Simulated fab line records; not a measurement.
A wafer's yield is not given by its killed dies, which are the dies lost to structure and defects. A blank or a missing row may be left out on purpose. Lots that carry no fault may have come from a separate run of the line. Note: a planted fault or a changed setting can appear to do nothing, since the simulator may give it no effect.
Tool commonality check -- flow nandHarc -- 12 lots, 36 wafers sampled

## WHY THIS WAS OPENED
On 2 of the 12 lots, a flag is raised at NHARC_P_CONTACT_CD_MEAS_12 on the reading cdNm. Wafers without a fault read 90.0 nm, standard deviation 0.71.
Rule: a lot is flagged when every wafer of it that has a number lies more than 4 standard deviations from that mean, or none has a number. The other lots count as sound.

lot,measured,on,"cdNm (nm), wafer by wafer",flag
L347,day 6 04:47,cdSem-02,89.1 89.4 89.8,
L348,day 6 21:10,cdSem-03,90.3 90.1 89.7,
L349,day 7 01:41,cdSem-01,89.8 90.2 89.8,
L354,day 9 05:33,cdSem-02,97.9 98.1 98.1,FLAGGED
L355,day 9 19:31,cdSem-02,97.5 96.9 97.7,FLAGGED
L358,day 10 18:51,cdSem-02,91.3 91.0 89.8,
L361,day 12 04:00,cdSem-03,90.3 90.0 90.0,
L365,day 14 00:36,cdSem-01,90.9 90.5 89.4,
L366,day 14 05:28,cdSem-01,91.1 91.8 91.3,
L367,day 14 19:16,cdSem-01,89.3 88.7 89.0,
L368,day 15 03:53,cdSem-03,89.9 90.2 90.4,
L369,day 15 07:23,cdSem-03,89.0 89.3 88.8,
The numbers of the flagged lots are 97.7 nm on average: +7.7 nm against the usual, or +11 standard deviations.

## EACH LOT AND THE TOOL IT RAN ON
3 process steps preceding the reading are held in the record, out of 1302 steps in the route. Each cell gives the tool, then ch followed by the chambers the sampled wafers passed through, then the start.
lot,flag,NHARC_P_GATE_DEGAS_109,NHARC_P_CONTACT_DEP_00,NHARC_P_CONTACT_PEB_10
L347,,"pvdSputter-01, day 6 02:13","pecvd-03 ch 1,2, day 6 04:41 or earlier","lithoTrack-06 ch 0, day 6 04:41"
L348,,"pvdSputter-01, day 6 18:44","pecvd-04 ch 0,1, day 6 21:05 or earlier","lithoTrack-01 ch 0, day 6 21:05"
L349,,"pvdSputter-02, day 6 23:08","pecvd-01 ch 0,1, day 7 01:37 or earlier","lithoTrack-04 ch 0, day 7 01:37"
L354,FLAGGED,"pvdSputter-03, day 9 02:46","pecvd-01 ch 0,1, day 9 04:22","lithoTrack-06 ch 0, day 9 05:28"
L355,FLAGGED,"pvdSputter-01, day 9 16:58","pecvd-04 ch 0,1, day 9 19:26 or earlier","lithoTrack-06 ch 0, day 9 19:26"
L358,,"pvdSputter-02, day 10 16:17","pecvd-04 ch 0,2, day 10 18:46 or earlier","lithoTrack-04 ch 0, day 10 18:46"
L361,,"pvdSputter-03, day 12 01:34","pecvd-01 ch 0,1,2, day 12 03:55 or earlier","lithoTrack-01 ch 0, day 12 03:55"
L365,,"pvdSputter-03, day 13 22:10","pecvd-03 ch 0,1,2, day 14 00:31 or earlier","lithoTrack-04 ch 0, day 14 00:31"
L366,,"pvdSputter-03, day 14 02:46","pecvd-03 ch 0,1,2, day 14 05:23 or earlier","lithoTrack-04 ch 0, day 14 05:23"
L367,,"pvdSputter-01, day 14 16:41","pecvd-03 ch 0,1, day 14 19:11 or earlier","lithoTrack-06 ch 0, day 14 19:11"
L368,,"pvdSputter-02, day 15 01:08","pecvd-04 ch 1,2, day 15 03:48 or earlier","lithoTrack-06 ch 0, day 15 03:48"
L369,,"pvdSputter-01, day 15 04:50","pecvd-04 ch 1,2, day 15 07:19 or earlier","lithoTrack-01 ch 0, day 15 07:19"
What the steps here do:
- NHARC_P_GATE_DEGAS_109: time 60 s.
- NHARC_P_CONTACT_DEP_00: deposits SiO2, target thk 500 nm.
- NHARC_P_CONTACT_PEB_10: peb time 65 s.
- NHARC_P_CONTACT_CD_MEAS_12: target cd 90 nm.

## FLAGGED AGAINST TOTAL, ONE TOOL AT A TIME (gauges that did the reading follow at the end)
step,tool,lots run,flagged,share of the flagged lots,sound lots run after its first flagged lot
NHARC_P_GATE_DEGAS_109,pvdSputter-01,5,1,some,"2 (L367,L369)"
NHARC_P_GATE_DEGAS_109,pvdSputter-02,3,0,none,-
NHARC_P_GATE_DEGAS_109,pvdSputter-03,4,1,some,"3 (L361,L365,L366)"
NHARC_P_CONTACT_DEP_00,pecvd-01,3,1,some,1 (L361)
NHARC_P_CONTACT_DEP_00,pecvd-03,4,0,none,-
NHARC_P_CONTACT_DEP_00,pecvd-04,5,1,some,"3 (L358,L368,L369)"
NHARC_P_CONTACT_PEB_10,lithoTrack-01,3,0,none,-
NHARC_P_CONTACT_PEB_10,lithoTrack-04,4,0,none,-
NHARC_P_CONTACT_PEB_10,lithoTrack-06,5,2,all,"2 (L367,L368)"
NHARC_P_CONTACT_CD_MEAS_12,cdSem-01,4,0,none,-
NHARC_P_CONTACT_CD_MEAS_12,cdSem-02,4,2,all,1 (L358)
NHARC_P_CONTACT_CD_MEAS_12,cdSem-03,4,0,none,-
Because NHARC_P_CONTACT_DEP_00 lacks a start for some lots, the hours and order of its lots are taken from NHARC_P_CONTACT_PEB_10.

## WHAT THE TABLE ALLOWS
Table rows that saw every flagged lot: 2, namely lithoTrack-06 at NHARC_P_CONTACT_PEB_10 and cdSem-02 at NHARC_P_CONTACT_CD_MEAS_12.
- lithoTrack-06 at NHARC_P_CONTACT_PEB_10: 2 of its 5 lots flagged. After the first flagged lot (L367, L368), sound lots still ran on it; a lasting fault on the whole tool would not permit that.
- cdSem-02 at NHARC_P_CONTACT_CD_MEAS_12: 2 of its 4 lots flagged. After the first flagged lot (L358), sound lots still ran on it; a lasting fault on the whole tool would not permit that.
None of the table's rows ran every flagged lot and, after the first, no sound lot.

## WHAT THE SIMULATOR HAD PUT IN
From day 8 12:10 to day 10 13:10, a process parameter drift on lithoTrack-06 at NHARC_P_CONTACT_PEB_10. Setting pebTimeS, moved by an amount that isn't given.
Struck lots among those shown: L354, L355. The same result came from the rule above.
